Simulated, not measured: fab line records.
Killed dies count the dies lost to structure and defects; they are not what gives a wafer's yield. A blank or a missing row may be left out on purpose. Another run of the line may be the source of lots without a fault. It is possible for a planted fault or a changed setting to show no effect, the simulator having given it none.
Which of the tools did it? | flow n5Finfet | 24 lots with 72 wafers sampled at 3 steps, on a route of 1938 steps

== WHAT THE GAUGES SHOWED, per wafer ==
N5_BEOL_M4_CD_MEAS_11: the cd target is 16.79 nm. Usual: cdNm at 16.89 nm, with a standard deviation of 0.23.
lot  | measured     | on       | cdNm (nm)         | flag
L075 | day 7 09:22  | cdSem-03 | 16.70 16.76 17.20 | 
L074 | day 7 14:17  | cdSem-02 | 16.80 16.73 16.92 | 
L076 | day 7 23:43  | cdSem-03 | 16.85 17.17 16.76 | 
L077 | day 8 04:52  | cdSem-02 | 16.78 16.84 16.56 | 
L079 | day 8 16:18  | cdSem-03 | 16.73 16.63 16.98 | 
L078 | day 8 20:11  | cdSem-02 | 16.80 16.62 16.75 | 
L080 | day 8 21:53  | cdSem-02 | 16.65 16.84 17.00 | 
L081 | day 9 06:25  | cdSem-02 | 16.90 16.99 16.81 | 
L082 | day 9 11:52  | cdSem-03 | 17.14 16.76 17.15 | 
L083 | day 9 12:32  | cdSem-02 | 17.27 16.78 16.80 | 
L084 | day 10 04:40 | cdSem-01 | 16.80 16.61 17.19 | 
L087 | day 10 18:47 | cdSem-03 | 17.10 16.69 16.90 | 
L085 | day 11 00:54 | cdSem-02 | 17.44 16.93 16.93 | 
L086 | day 11 01:00 | cdSem-03 | 16.83 16.93 16.63 | 
L088 | day 11 15:25 | cdSem-03 | 16.95 16.75 16.63 | 
L089 | day 11 16:52 | cdSem-02 | 16.61 16.97 17.35 | 
L091 | day 11 21:26 | cdSem-03 | 16.76 17.13 16.80 | 
L090 | day 11 23:48 | cdSem-01 | 17.14 16.85 16.83 | 
L092 | day 12 00:56 | cdSem-01 | 16.28 16.59 16.97 | 
L093 | day 12 03:37 | cdSem-02 | 17.10 16.93 16.90 | 
L094 | day 12 05:17 | cdSem-02 | 16.83 16.96 16.88 | 
L095 | day 12 16:32 | cdSem-02 | 17.23 17.27 17.19 | 
L096 | day 13 06:16 | cdSem-02 | 16.67 16.37 16.96 | 
L097 | day 13 16:58 | cdSem-01 | 16.85 16.40 17.13 | 

N5_BEOL_M4_CD_MEAS_28: target cd 26.2 nm, target cd y 24.1 nm. Usual: cdNm at 26.27 nm, with a standard deviation of 0.29.
lot  | measured     | on       | cdNm (nm)         | flag
L075 | day 7 10:15  | cdSem-01 | 26.53 26.14 26.21 | 
L074 | day 7 15:19  | cdSem-02 | 26.49 26.30 26.21 | 
L076 | day 8 00:40  | cdSem-01 | 25.90 25.59 26.29 | 
L077 | day 8 05:55  | cdSem-01 | 26.47 26.24 26.47 | 
L079 | day 8 17:31  | cdSem-03 | 26.25 25.78 26.53 | 
L078 | day 8 21:15  | cdSem-01 | 26.56 26.29 26.27 | 
L080 | day 8 22:56  | cdSem-02 | 26.16 26.11 26.21 | 
L081 | day 9 07:24  | cdSem-03 | 26.39 26.35 26.07 | 
L082 | day 9 12:50  | cdSem-02 | 25.98 25.51 26.08 | 
L083 | day 9 13:41  | cdSem-01 | 25.99 26.60 26.25 | 
L084 | day 10 05:40 | cdSem-02 | 26.45 27.02 26.39 | 
L087 | day 10 19:47 | cdSem-03 | 26.14 25.80 26.55 | 
L085 | day 11 01:47 | cdSem-03 | 25.98 26.06 26.22 | 
L086 | day 11 01:53 | cdSem-03 | 26.39 26.01 26.36 | 
L088 | day 11 16:25 | cdSem-03 | 26.56 26.04 25.91 | 
L089 | day 11 17:57 | cdSem-01 | 26.35 26.16 25.84 | 
L091 | day 11 22:30 | cdSem-01 | 26.25 26.07 26.24 | 
L090 | day 12 00:53 | cdSem-02 | 25.99 26.28 26.05 | 
L092 | day 12 01:52 | cdSem-02 | 26.19 26.10 26.47 | 
L093 | day 12 04:38 | cdSem-01 | 26.51 26.62 27.01 | 
L094 | day 12 06:27 | cdSem-01 | 26.47 26.51 26.93 | 
L095 | day 12 17:25 | cdSem-03 | 27.00 26.40 26.48 | 
L096 | day 13 07:09 | cdSem-03 | 26.48 26.08 26.44 | 
L097 | day 13 17:58 | cdSem-02 | 26.32 26.26 26.36 | 

== WHAT TOOL EACH LOT RAN ON (gives the tool, then ch and the chambers of the sampled wafers, and finally the start) ==
lot  | N5_BEOL_M4_ILD_DEP_00
L075 | pecvd-03 ch 0,2, day 7 08:40
L074 | pecvd-04 ch 0,2, day 7 12:32
L076 | pecvd-03 ch 0,1, day 7 22:49
L077 | pecvd-01 ch 0,1,2, day 8 01:44
L079 | pecvd-03 ch 0,1, day 8 15:00
L078 | pecvd-04 ch 0,1,2, day 8 17:59
L080 | pecvd-03 ch 0,1, day 8 20:03
L081 | pecvd-01 ch 0,1, day 9 05:52
L082 | pecvd-03 ch 1,2, day 9 09:56
L083 | pecvd-03 ch 0,1,2, day 9 11:54
L084 | pecvd-04 ch 0,1, day 10 03:38
L087 | pecvd-01 ch 0,2, day 10 17:01
L085 | pecvd-01 ch 0,1, day 10 23:49
L086 | pecvd-04 ch 0,1,2, day 11 00:06
L088 | pecvd-04 ch 0,1,2, day 11 12:43
L089 | pecvd-04 ch 0,1, day 11 15:16
L091 | pecvd-01 ch 0,2, day 11 17:39
L090 | pecvd-01 ch 0,2, day 11 21:58
L092 | pecvd-01 ch 0,2, day 12 00:22
L093 | pecvd-03 ch 0,2, day 12 01:22
L094 | pecvd-03 ch 0,1,2, day 12 03:41
L095 | pecvd-03 ch 0,1,2, day 12 14:57
L096 | pecvd-04 ch 0,1,2, day 13 05:36
L097 | pecvd-04 ch 0,1,2, day 13 15:10
- N5_BEOL_M4_ILD_DEP_00: deposits SiOC from DEMS/O2, target thk 79 nm, time 15.3 s.

== WHAT THE TOOLS THEMSELVES READ (means of the sampled wafers that have a number; where no wafer has one, the mark that the record gives instead) ==
N5_BEOL_M4_ILD_DEP_00. Usual: heaterPowerW 465 W, standard deviation 60; showerheadPlenumPTorr 5.698 Torr, standard deviation 0.013; showerheadVppV 1410 V, standard deviation 97; throttleValvePct 12.0 %, standard deviation 0.65.
lot  | tool     | heaterPowerW (W) | showerheadPlenumPTorr (Torr) | showerheadVppV (V) | throttleValvePct (%) | flag
L075 | pecvd-03 | 419              | 5.686                        | 1324               | 11.4                 | 
L074 | pecvd-04 | 560              | 5.703                        | 1540               | 12.6                 | 
L076 | pecvd-03 | 401              | 5.693                        | 1356               | 11.6                 | 
L077 | pecvd-01 | 472              | 5.704                        | 1320               | 12.4                 | 
L079 | pecvd-03 | 433              | 5.696                        | 1364               | 11.9                 | 
L078 | pecvd-04 | 523              | 5.701                        | 1513               | 12.6                 | 
L080 | pecvd-03 | 396              | 5.690                        | 1411               | 12.1                 | 
L081 | pecvd-01 | 490              | 5.702                        | 1284               | 12.8                 | 
L082 | pecvd-03 | 412              | 5.689                        | 1431               | 11.8                 | 
L083 | pecvd-03 | 400              | 5.688                        | 1394               | 11.8                 | 
L084 | pecvd-04 | 488              | 5.694                        | 1525               | 12.6                 | 
L087 | pecvd-01 | 508              | 5.695                        | 1348               | 12.1                 | 
L085 | pecvd-01 | 522              | 5.705                        | 1288               | 12.6                 | 
L086 | pecvd-04 | 510              | 5.703                        | 1497               | 12.1                 | 
L088 | pecvd-04 | 510              | 5.705                        | 1520               | 12.0                 | 
L089 | pecvd-04 | 509              | 5.689                        | 1545               | 12.5                 | 
L091 | pecvd-01 | 520              | 5.703                        | 1365               | 12.1                 | 
L090 | pecvd-01 | 450              | 5.699                        | 1377               | 11.8                 | 
L092 | pecvd-01 | 499              | 5.699                        | 1350               | 12.2                 | 
L093 | pecvd-03 | 393              | 5.694                        | 1329               | 11.4                 | 
L094 | pecvd-03 | 413              | 5.690                        | 1382               | 11.7                 | 
L095 | pecvd-03 | 386              | 5.686                        | 1376               | 11.7                 | 
L096 | pecvd-04 | 506              | 5.704                        | 1512               | 12.3                 | 
L097 | pecvd-04 | 532              | 5.706                        | 1499               | 12.1                 | 

== THE ANSWER, worked out from the rows above alone ==
Rule: a lot is off if the mean of its wafers that have a number lies more than 3 standard deviations from the usual mean. A lot without any number at a reading at which 4 lots or more have one is off too. Any other lot the step has rows for is counted as sound. After the gauges, taken in route order, come the tools' own readings; for these a lot's mean is taken, as printed above. At the first step where some lot is off, the reading lying furthest off is the one used; lots without a number count as furthest.
None of the lots is off at any reading shown; this tells nothing.

== WHAT THE SIMULATOR HAD INSERTED ==
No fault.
